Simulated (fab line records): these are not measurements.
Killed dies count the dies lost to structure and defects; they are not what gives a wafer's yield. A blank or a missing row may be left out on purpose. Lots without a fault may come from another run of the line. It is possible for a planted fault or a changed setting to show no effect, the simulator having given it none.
fab line records / flow n5_finfet / part 2 of 2: steps 23 to 30 of 30
record: lots: 5 wafers: 15 last_day: 16
route steps=1938 shown BEOL_M13@1675
lots untouched by any fault: they come from a run of this same line in which no faults occurred
start_h: hours from the record's opening day to when the first of the lot's shown wafers began / wait_h: time in hours since the lot's previous step / " unchanged from the row above / L1.1+2: several wafers, shown together as one row / - no value present, or no start provided / * or withheld: withheld / < > ~ a bound
route shown NAME@n: names a module that has steps shown in the file, with the first one's number in the route / usual: mean/standard deviation taken from wafers without a fault / same: alike in all rows / chamber/n: place in a boat / sites: per-site readings / _std_site: standard deviation across them / _edge_site: the outer-site mean with the inner-site mean subtracted / radius_mm: how far each site lies from the wafer's centre / mask NAME#n: copy n / behind: the tool/chamber that last shaped the wafer / hold: reason for holding the lot/hours on hold/outcome of the hold / device: whichever transistor did not switch (one of n, p or np) / end of line: the route-end tests of the same wafers / where a step has no rows: the recipe by itself / killed: count of dies lost to structure and defects at first sort (not the wafer's yield) / map: the dies of a wafer, with x for killed, . for not killed, _ for no die there
set.NAME: the setting as run; set.NAME@STEP: as run at that earlier step / model.NAME: the simulator's own value behind a step, which no gauge read
a table for each step, a row for each wafer; lots at some steps of the route
services: a tool's chamber out of use, with start hour (start_h, from the record's first day; less than 0 if before it), hours out, and reason
== steps ==
step: N5_BEOL_M13_STRIP_70
recipe: chemistry: C4F8/O2/Ar resist: SiARC rf_frequency_hz: 6e+07
lot.wafer=L074.1+2+4 tool=rie_diel-04 chamber=1,0,3 start_h=230.54 wait_h=0.1
lot.wafer=L077.1+3+4 tool=rie_diel-04 chamber=3,2,1 start_h=253.63 wait_h=0.1
lot.wafer=L086.1+4+6 tool=rie_diel-04 chamber=1,0,1 start_h=300.84 wait_h=0.1
lot.wafer=L094.4+5+6 tool=rie_diel-01 chamber=2,0,3 start_h=352.57 wait_h=0.1
lot.wafer=L095.1+4+6 tool=rie_diel-03 chamber=0,0,1 start_h=358.82 wait_h=0.1
step: N5_BEOL_M13_OCD_MEAS_35
usual: trench_depth_nm: 410/8.1
lot.wafer=L074.1 tool=ocd-02 chamber=- start_h=230.57 wait_h=0.0 trench_depth_nm=421
lot.wafer=L074.2 tool=ocd-02 chamber=- start_h=230.57 wait_h=0.0 trench_depth_nm=409
lot.wafer=L074.4 tool=ocd-02 chamber=- start_h=230.57 wait_h=0.0 trench_depth_nm=401
lot.wafer=L077.1 tool=ocd-01 chamber=- start_h=253.67 wait_h=0.0 trench_depth_nm=405
lot.wafer=L077.3 tool=ocd-01 chamber=- start_h=253.67 wait_h=0.0 trench_depth_nm=412
lot.wafer=L077.4 tool=ocd-01 chamber=- start_h=253.67 wait_h=0.0 trench_depth_nm=422
lot.wafer=L086.1 tool=ocd-01 chamber=- start_h=300.88 wait_h=0.0 trench_depth_nm=418
lot.wafer=L086.4 tool=ocd-01 chamber=- start_h=300.88 wait_h=0.0 trench_depth_nm=409
lot.wafer=L086.6 tool=ocd-01 chamber=- start_h=300.88 wait_h=0.0 trench_depth_nm=421
lot.wafer=L094.4 tool=ocd-02 chamber=- start_h=352.62 wait_h=0.0 trench_depth_nm=393
lot.wafer=L094.5 tool=ocd-02 chamber=- start_h=352.62 wait_h=0.0 trench_depth_nm=421
lot.wafer=L094.6 tool=ocd-02 chamber=- start_h=352.62 wait_h=0.0 trench_depth_nm=402
lot.wafer=L095.1 tool=ocd-02 chamber=- start_h=358.86 wait_h=0.0 trench_depth_nm=413
lot.wafer=L095.4 tool=ocd-02 chamber=- start_h=358.86 wait_h=0.0 trench_depth_nm=415
lot.wafer=L095.6 tool=ocd-02 chamber=- start_h=358.86 wait_h=0.0 trench_depth_nm=405
step: N5_BEOL_M13_STRIP_37
recipe: chemistry: N2/H2 power_w: 1000 temp_c: 250 h2_frac: 0.65 overash_fraction: 0.3 pressure_mtorr: withheld n2_flow_sccm: 1750 h2_flow_sccm: 3250
usual: drypump_motor_current_A: 5.5/0.37 heater_power_w: 305/12 oes_product_au: 0.783/0.01
lot.wafer=L074.1 tool=plasma_asher-01 chamber=0 start_h=230.63 wait_h=0.1 drypump_motor_current_A=4.9 heater_power_w=295 oes_product_au=0.797 rf_hours_counter_h=71
lot.wafer=L074.2 tool=plasma_asher-01 chamber=1 start_h=230.63 wait_h=0.1 drypump_motor_current_A=5.3 heater_power_w=302 oes_product_au=0.794 rf_hours_counter_h=71
lot.wafer=L074.4 tool=plasma_asher-01 chamber=0 start_h=230.63 wait_h=0.1 drypump_motor_current_A=4.9 heater_power_w=292 oes_product_au=0.777 rf_hours_counter_h=-
lot.wafer=L077.1 tool=plasma_asher-02 chamber=0 start_h=253.71 wait_h=0.0 drypump_motor_current_A=5.8 heater_power_w=323 oes_product_au=0.781 rf_hours_counter_h=115
lot.wafer=L077.3 tool=plasma_asher-02 chamber=0 start_h=253.71 wait_h=0.0 drypump_motor_current_A=5.8 heater_power_w=318 oes_product_au=0.772 rf_hours_counter_h=-
lot.wafer=L077.4 tool=plasma_asher-02 chamber=1 start_h=253.71 wait_h=0.0 drypump_motor_current_A=5.8 heater_power_w=311 oes_product_au=0.790 rf_hours_counter_h=-
lot.wafer=L086.1 tool=plasma_asher-01 chamber=1 start_h=300.92 wait_h=0.0 drypump_motor_current_A=5.3 heater_power_w=297 oes_product_au=0.775 rf_hours_counter_h=85
lot.wafer=L086.4 tool=plasma_asher-01 chamber=1 start_h=300.92 wait_h=0.0 drypump_motor_current_A=5.3 heater_power_w=291 oes_product_au=0.771 rf_hours_counter_h=-
lot.wafer=L086.6 tool=plasma_asher-01 chamber=1 start_h=300.92 wait_h=0.0 drypump_motor_current_A=5.3 heater_power_w=300 oes_product_au=0.786 rf_hours_counter_h=-
lot.wafer=L094.4 tool=plasma_asher-01 chamber=1 start_h=352.67 wait_h=0.1 drypump_motor_current_A=5.2 heater_power_w=303 oes_product_au=0.795 rf_hours_counter_h=-
lot.wafer=L094.5 tool=plasma_asher-01 chamber=0 start_h=352.67 wait_h=0.1 drypump_motor_current_A=4.9 heater_power_w=287 oes_product_au=0.775 rf_hours_counter_h=-
lot.wafer=L094.6 tool=plasma_asher-01 chamber=1 start_h=352.67 wait_h=0.1 drypump_motor_current_A=5.3 heater_power_w=305 oes_product_au=0.777 rf_hours_counter_h=-
lot.wafer=L095.1 tool=plasma_asher-01 chamber=1 start_h=358.90 wait_h=0.0 drypump_motor_current_A=5.3 heater_power_w=299 oes_product_au=0.776 rf_hours_counter_h=93
lot.wafer=L095.4 tool=plasma_asher-01 chamber=1 start_h=358.90 wait_h=0.0 drypump_motor_current_A=5.3 heater_power_w=299 oes_product_au=0.785 rf_hours_counter_h=-
lot.wafer=L095.6 tool=plasma_asher-01 chamber=1 start_h=358.90 wait_h=0.0 drypump_motor_current_A=5.3 heater_power_w=307 oes_product_au=0.790 rf_hours_counter_h=-
step: N5_BEOL_M13_ETCH_38
recipe: chemistry: CF4/N2 target: SiCN target_depth_a: 675 taper_deg: 2 time_s: 71.9 ion_energy_ev: 150 mask_material: SiO2 pressure_mtorr: 40 source_w: 430 bias_w: 70 Ar_flow_sccm: 100 cf4_flow_sccm: 60 n2_flow_sccm: 60
usual: bias_w: 70.01/0.2 drypump_motor_current_A: 5.7/0.37 oes_product_au: 0.76/0.095 rf_vpp_V: 381.8/1.8 showerhead_plenum_p_Torr: 2.19/0.064 throttle_valve_pct: 15.57/0.23
lot.wafer=L074.1 tool=rie_diel-03 chamber=0 start_h=232.88 wait_h=- bias_w=70.16 drypump_motor_current_A=5.6 oes_product_au=0.70 rf_hours_counter_h=163 rf_vpp_V=383.5 showerhead_plenum_p_Torr=2.29 throttle_valve_pct=15.73
lot.wafer=L074.2 tool=rie_diel-03 chamber=3 start_h=232.88 wait_h=- bias_w=69.97 drypump_motor_current_A=5.3 oes_product_au=0.73 rf_hours_counter_h=198 rf_vpp_V=384.1 showerhead_plenum_p_Torr=2.28 throttle_valve_pct=15.76
lot.wafer=L074.4 tool=rie_diel-03 chamber=1 start_h=232.88 wait_h=- bias_w=69.85 drypump_motor_current_A=5.7 oes_product_au=0.71 rf_hours_counter_h=198 rf_vpp_V=381.7 showerhead_plenum_p_Torr=2.20 throttle_valve_pct=15.64
lot.wafer=L077.1 tool=rie_diel-04 chamber=0 start_h=253.79 wait_h=- bias_w=70.04 drypump_motor_current_A=4.7 oes_product_au=0.68 rf_hours_counter_h=225 rf_vpp_V=379.8 showerhead_plenum_p_Torr=2.09 throttle_valve_pct=15.64
lot.wafer=L077.3 tool=rie_diel-04 chamber=1 start_h=253.79 wait_h=- bias_w=70.11 drypump_motor_current_A=6.1 oes_product_au=0.92 rf_hours_counter_h=25 rf_vpp_V=381.4 showerhead_plenum_p_Torr=2.18 throttle_valve_pct=15.28
lot.wafer=L077.4 tool=rie_diel-04 chamber=3 start_h=253.79 wait_h=- bias_w=69.64 drypump_motor_current_A=6.0 oes_product_au=0.70 rf_hours_counter_h=242 rf_vpp_V=381.3 showerhead_plenum_p_Torr=2.18 throttle_valve_pct=15.98
lot.wafer=L086.1 tool=rie_diel-03 chamber=0 start_h=301.14 wait_h=- bias_w=69.96 drypump_motor_current_A=5.6 oes_product_au=0.69 rf_hours_counter_h=184 rf_vpp_V=384.0 showerhead_plenum_p_Torr=2.28 throttle_valve_pct=15.78
lot.wafer=L086.4 tool=rie_diel-03 chamber=2 start_h=301.14 wait_h=- bias_w=69.94 drypump_motor_current_A=5.5 oes_product_au=0.71 rf_hours_counter_h=206 rf_vpp_V=379.5 showerhead_plenum_p_Torr=2.11 throttle_valve_pct=15.79
lot.wafer=L086.6 tool=rie_diel-03 chamber=2 start_h=301.14 wait_h=- bias_w=69.95 drypump_motor_current_A=5.5 oes_product_au=0.71 rf_hours_counter_h=- rf_vpp_V=381.3 showerhead_plenum_p_Torr=2.11 throttle_valve_pct=15.82
lot.wafer=L094.4 tool=rie_diel-01 chamber=0 start_h=355.50 wait_h=- bias_w=70.04 drypump_motor_current_A=5.3 oes_product_au=0.90 rf_hours_counter_h=46 rf_vpp_V=383.0 showerhead_plenum_p_Torr=2.24 throttle_valve_pct=15.45
lot.wafer=L094.5 tool=rie_diel-01 chamber=2 start_h=355.50 wait_h=- bias_w=70.14 drypump_motor_current_A=6.3 oes_product_au=0.69 rf_hours_counter_h=- rf_vpp_V=380.7 showerhead_plenum_p_Torr=2.18 throttle_valve_pct=15.68
lot.wafer=L094.6 tool=rie_diel-01 chamber=3 start_h=355.50 wait_h=- bias_w=69.99 drypump_motor_current_A=5.8 oes_product_au=0.67 rf_hours_counter_h=- rf_vpp_V=378.6 showerhead_plenum_p_Torr=2.10 throttle_valve_pct=15.56
lot.wafer=L095.1 tool=rie_diel-01 chamber=3 start_h=360.08 wait_h=- bias_w=69.79 drypump_motor_current_A=5.8 oes_product_au=0.68 rf_hours_counter_h=235 rf_vpp_V=379.7 showerhead_plenum_p_Torr=2.10 throttle_valve_pct=15.56
lot.wafer=L095.4 tool=rie_diel-01 chamber=2 start_h=360.08 wait_h=- bias_w=69.77 drypump_motor_current_A=6.3 oes_product_au=0.69 rf_hours_counter_h=226 rf_vpp_V=382.6 showerhead_plenum_p_Torr=2.18 throttle_valve_pct=15.68
lot.wafer=L095.6 tool=rie_diel-01 chamber=1 start_h=360.08 wait_h=- bias_w=70.09 drypump_motor_current_A=6.0 oes_product_au=0.80 rf_hours_counter_h=- rf_vpp_V=382.8 showerhead_plenum_p_Torr=2.22 throttle_valve_pct=15.15
step: N5_BEOL_M13_PRECLEAN_39
recipe: chemistry: residue_remover time_s: 60 temp_c: 40
usual: bath_heat_duty_pct: 4.5/0.58
lot.wafer=L074.1 tool=wet_bench-04 chamber=6 start_h=233.01 wait_h=0.1 bath_heat_duty_pct=3.7
lot.wafer=L074.2 tool=wet_bench-04 chamber=5 start_h=233.01 wait_h=0.1 bath_heat_duty_pct=4.4
lot.wafer=L074.4 tool=wet_bench-04 chamber=1 start_h=233.01 wait_h=0.1 bath_heat_duty_pct=3.6
lot.wafer=L077.1 tool=wet_bench-04 chamber=4 start_h=253.92 wait_h=0.1 bath_heat_duty_pct=4.9
lot.wafer=L077.3 tool=wet_bench-04 chamber=0 start_h=253.92 wait_h=0.1 bath_heat_duty_pct=4.0
lot.wafer=L077.4 tool=wet_bench-04 chamber=7 start_h=253.92 wait_h=0.1 bath_heat_duty_pct=4.7
lot.wafer=L086.1 tool=wet_bench-04 chamber=7 start_h=301.27 wait_h=0.1 bath_heat_duty_pct=4.1
lot.wafer=L086.4 tool=wet_bench-04 chamber=5 start_h=301.27 wait_h=0.1 bath_heat_duty_pct=4.3
lot.wafer=L086.6 tool=wet_bench-04 chamber=3 start_h=301.27 wait_h=0.1 bath_heat_duty_pct=5.1
lot.wafer=L094.4 tool=wet_bench-05 chamber=7 start_h=355.63 wait_h=0.1 bath_heat_duty_pct=5.9
lot.wafer=L094.5 tool=wet_bench-05 chamber=1 start_h=355.63 wait_h=0.1 bath_heat_duty_pct=4.7
lot.wafer=L094.6 tool=wet_bench-05 chamber=2 start_h=355.63 wait_h=0.1 bath_heat_duty_pct=5.2
lot.wafer=L095.1 tool=wet_bench-04 chamber=5 start_h=360.21 wait_h=0.1 bath_heat_duty_pct=4.9
lot.wafer=L095.4 tool=wet_bench-04 chamber=4 start_h=360.21 wait_h=0.1 bath_heat_duty_pct=5.2
lot.wafer=L095.6 tool=wet_bench-04 chamber=6 start_h=360.21 wait_h=0.1 bath_heat_duty_pct=3.2
step: N5_BEOL_M13_SRD_40
recipe: time_s: 30 temp_c: 23 rinse_liquid: diw dry: n2_spin spin_rpm: 1500 dry_time_s: 30
usual: bath_heat_duty_pct: 3.6/0.55
lot.wafer=L074.1 tool=wet_bench-04 chamber=6 start_h=233.03 wait_h=0.0 bath_heat_duty_pct=2.7
lot.wafer=L074.2 tool=wet_bench-04 chamber=5 start_h=233.03 wait_h=0.0 bath_heat_duty_pct=3.7
lot.wafer=L074.4 tool=wet_bench-04 chamber=1 start_h=233.03 wait_h=0.0 bath_heat_duty_pct=3.2
lot.wafer=L077.1 tool=wet_bench-04 chamber=4 start_h=253.94 wait_h=0.0 bath_heat_duty_pct=3.5
lot.wafer=L077.3 tool=wet_bench-04 chamber=0 start_h=253.94 wait_h=0.0 bath_heat_duty_pct=2.8
lot.wafer=L077.4 tool=wet_bench-04 chamber=7 start_h=253.94 wait_h=0.0 bath_heat_duty_pct=3.9
lot.wafer=L086.1 tool=wet_bench-04 chamber=7 start_h=301.29 wait_h=0.0 bath_heat_duty_pct=3.4
lot.wafer=L086.4 tool=wet_bench-04 chamber=5 start_h=301.29 wait_h=0.0 bath_heat_duty_pct=3.1
lot.wafer=L086.6 tool=wet_bench-04 chamber=3 start_h=301.29 wait_h=0.0 bath_heat_duty_pct=4.2
lot.wafer=L094.4 tool=wet_bench-05 chamber=7 start_h=355.65 wait_h=0.0 bath_heat_duty_pct=4.0
lot.wafer=L094.5 tool=wet_bench-05 chamber=1 start_h=355.65 wait_h=0.0 bath_heat_duty_pct=3.3
lot.wafer=L094.6 tool=wet_bench-05 chamber=2 start_h=355.65 wait_h=0.0 bath_heat_duty_pct=4.1
lot.wafer=L095.1 tool=wet_bench-04 chamber=5 start_h=360.25 wait_h=0.0 bath_heat_duty_pct=3.4
lot.wafer=L095.4 tool=wet_bench-04 chamber=4 start_h=360.25 wait_h=0.0 bath_heat_duty_pct=3.6
lot.wafer=L095.6 tool=wet_bench-04 chamber=6 start_h=360.25 wait_h=0.0 bath_heat_duty_pct=2.9
step: N5_BEOL_M13_DEGAS_41
recipe: ambient: vacuum temp_c: 250 time_s: 60
usual: heater_power_w: 321/26
lot.wafer=L074.1 tool=pvd_sputter-03 chamber=- start_h=233.41 wait_h=0.4 heater_power_w=342
lot.wafer=L074.2 tool=pvd_sputter-03 chamber=- start_h=233.41 wait_h=0.4 heater_power_w=355
lot.wafer=L074.4 tool=pvd_sputter-03 chamber=- start_h=233.41 wait_h=0.4 heater_power_w=323
lot.wafer=L077.1 tool=pvd_sputter-03 chamber=- start_h=254.07 wait_h=0.1 heater_power_w=342
lot.wafer=L077.3 tool=pvd_sputter-03 chamber=- start_h=254.07 wait_h=0.1 heater_power_w=282
lot.wafer=L077.4 tool=pvd_sputter-03 chamber=- start_h=254.07 wait_h=0.1 heater_power_w=373
lot.wafer=L086.1 tool=pvd_sputter-01 chamber=- start_h=301.51 wait_h=0.2 heater_power_w=318
lot.wafer=L086.4 tool=pvd_sputter-01 chamber=- start_h=301.51 wait_h=0.2 heater_power_w=327
lot.wafer=L086.6 tool=pvd_sputter-01 chamber=- start_h=301.51 wait_h=0.2 heater_power_w=339
lot.wafer=L094.4 tool=pvd_sputter-02 chamber=- start_h=356.04 wait_h=0.4 heater_power_w=287
lot.wafer=L094.5 tool=pvd_sputter-02 chamber=- start_h=356.04 wait_h=0.4 heater_power_w=284
lot.wafer=L094.6 tool=pvd_sputter-02 chamber=- start_h=356.04 wait_h=0.4 heater_power_w=315
lot.wafer=L095.1 tool=pvd_sputter-01 chamber=- start_h=360.59 wait_h=0.3 heater_power_w=337
lot.wafer=L095.4 tool=pvd_sputter-01 chamber=- start_h=360.59 wait_h=0.3 heater_power_w=322
lot.wafer=L095.6 tool=pvd_sputter-01 chamber=- start_h=360.59 wait_h=0.3 heater_power_w=329
step: N5_BEOL_M13_PRE_CLEAN_42
recipe: gas: H2/He time_s: 30 temp_c: 250
usual: heater_power_w: 321/26
lot.wafer=L074.1 tool=pvd_sputter-03 chamber=- start_h=233.45 wait_h=0.0 heater_power_w=345
lot.wafer=L074.2 tool=pvd_sputter-03 chamber=- start_h=233.45 wait_h=0.0 heater_power_w=362
lot.wafer=L074.4 tool=pvd_sputter-03 chamber=- start_h=233.45 wait_h=0.0 heater_power_w=317
lot.wafer=L077.1 tool=pvd_sputter-03 chamber=- start_h=254.11 wait_h=0.0 heater_power_w=348
lot.wafer=L077.3 tool=pvd_sputter-03 chamber=- start_h=254.11 wait_h=0.0 heater_power_w=291
lot.wafer=L077.4 tool=pvd_sputter-03 chamber=- start_h=254.11 wait_h=0.0 heater_power_w=365
lot.wafer=L086.1 tool=pvd_sputter-01 chamber=- start_h=301.55 wait_h=0.0 heater_power_w=324
lot.wafer=L086.4 tool=pvd_sputter-01 chamber=- start_h=301.55 wait_h=0.0 heater_power_w=326
lot.wafer=L086.6 tool=pvd_sputter-01 chamber=- start_h=301.55 wait_h=0.0 heater_power_w=330
lot.wafer=L094.4 tool=pvd_sputter-02 chamber=- start_h=356.08 wait_h=0.0 heater_power_w=288
lot.wafer=L094.5 tool=pvd_sputter-02 chamber=- start_h=356.08 wait_h=0.0 heater_power_w=289
lot.wafer=L094.6 tool=pvd_sputter-02 chamber=- start_h=356.08 wait_h=0.0 heater_power_w=322
lot.wafer=L095.1 tool=pvd_sputter-01 chamber=- start_h=360.63 wait_h=0.0 heater_power_w=334
lot.wafer=L095.4 tool=pvd_sputter-01 chamber=- start_h=360.63 wait_h=0.0 heater_power_w=321
lot.wafer=L095.6 tool=pvd_sputter-01 chamber=- start_h=360.63 wait_h=0.0 heater_power_w=325
== services ==
tool=plasma_asher-02 chamber=- start_h=222.92 hours=0.5 kind=repair
tool=krf_scanner-01 chamber=- start_h=235.01 hours=1.0 kind=pm
tool=krf_scanner-02 chamber=- start_h=236.83 hours=1.0 kind=pm
tool=plasma_asher-02 chamber=- start_h=239.34 hours=2.8 kind=pm
tool=rie_diel-04 chamber=0 start_h=241.77 hours=2.9 kind=repair
tool=rie_diel-03 chamber=3 start_h=243.02 hours=4.6 kind=repair
tool=plasma_asher-01 chamber=- start_h=265.42 hours=1.4 kind=repair
tool=rie_diel-04 chamber=3 start_h=266.66 hours=7.7 kind=repair
tool=rie_diel-04 chamber=3 start_h=288.44 hours=- kind=clean
tool=rie_diel-04 chamber=3 start_h=288.44 hours=- kind=consumable_replace:focus_ring
tool=rie_diel-04 chamber=3 start_h=288.44 hours=14.5 kind=scheduled_down
tool=rie_diel-04 chamber=3 start_h=288.44 hours=14.5 kind=vent_cycle
tool=krf_scanner-01 chamber=- start_h=291.97 hours=0.8 kind=pm
tool=rie_diel-03 chamber=2 start_h=305.25 hours=9.0 kind=repair
tool=rie_diel-01 chamber=3 start_h=312.30 hours=7.9 kind=repair
tool=rie_diel-01 chamber=0 start_h=314.42 hours=5.3 kind=repair
tool=plasma_asher-01 chamber=- start_h=316.74 hours=2.5 kind=repair
tool=krf_scanner-02 chamber=- start_h=317.40 hours=4.4 kind=pm
tool=plasma_asher-01 chamber=- start_h=330.66 hours=14.6 kind=pm
tool=rie_diel-01 chamber=0 start_h=332.02 hours=2.5 kind=repair
tool=rie_diel-04 chamber=0 start_h=340.23 hours=7.5 kind=repair
tool=krf_scanner-02 chamber=- start_h=340.69 hours=0.8 kind=pm
tool=rie_diel-04 chamber=2 start_h=341.48 hours=8.4 kind=repair
tool=rie_diel-03 chamber=- start_h=354.71 hours=1.2 kind=repair
